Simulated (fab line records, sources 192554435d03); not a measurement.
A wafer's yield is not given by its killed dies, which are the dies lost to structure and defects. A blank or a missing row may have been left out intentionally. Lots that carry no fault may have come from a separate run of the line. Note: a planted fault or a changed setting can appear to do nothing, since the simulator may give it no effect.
Matching of chambers | flow n5 finfet | N5_MOL_CONTACT_COAG_ALD_133 on ald sin-03 has 4 sister chambers
The step deposits SiO2, target thk 5 nm, pulse time 1 s, co reactant pulse time 1 s. 8 wafers are shown with their chamber, then 8 later ones without.

== WAFERS, EACH WITH ITS CHAMBER ==
wafer  | chamber | heater power w (W) | precursor pulse height rel
L080.2 | 0       | 82                 | 1.022
L085.3 | 3       | 76                 | 1.002
L085.4 | 0       | 82                 | 0.987
L085.5 | 2       | 79                 | 1.000
L089.2 | 3       | 76                 | 1.000
L089.3 | 1       | 73                 | 1.024
L089.4 | 2       | 78                 | 0.991
L093.1 | 1       | 74                 | 1.012

== WAFERS WITHOUT THEIR CHAMBER ==
wafer  | heater power w (W) | precursor pulse height rel
L093.2 | 75                 | 1.006
L093.3 | 79                 | 1.020
L097.1 | 73                 | 1.010
L097.2 | 78                 | 1.010
L097.3 | 84                 | 0.966
L097.4 | 74                 | 1.001
L097.5 | 75                 | 1.018
L097.6 | 76                 | 1.044

== THE CHAMBER EACH PASSED THROUGH ==
wafer  | from the rows above     | in truth
L093.2 | can't be placed: 3 or 1 | 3
L093.3 | 2                       | 2
L097.1 | 1                       | 1
L097.2 | 2                       | 2
L097.3 | 0                       | 0
L097.4 | 1                       | 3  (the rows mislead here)
L097.5 | can't be placed: 3 or 1 | 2
L097.6 | 3                       | 3
Placed correctly: 5 of 8. Cannot be placed on the basis of these rows: 2; the candidates contain the true chamber in 1. 1 placed wrongly.
How it was worked out, from the rows above alone: a wafer's distance from a chamber is the root of the sum, over the readings, of the square of ((its reading less the chamber's mean) divided by the reading's scatter). The wafer belongs to the nearest chamber; if the next one is less than 2 further off, it can't be placed. For every chamber, the mean is computed from those of its wafers that are shown. The scatter: take each reading less its chamber's mean, square it, sum over the shown wafers, divide by the number of wafers less the number of chambers, and take the root.
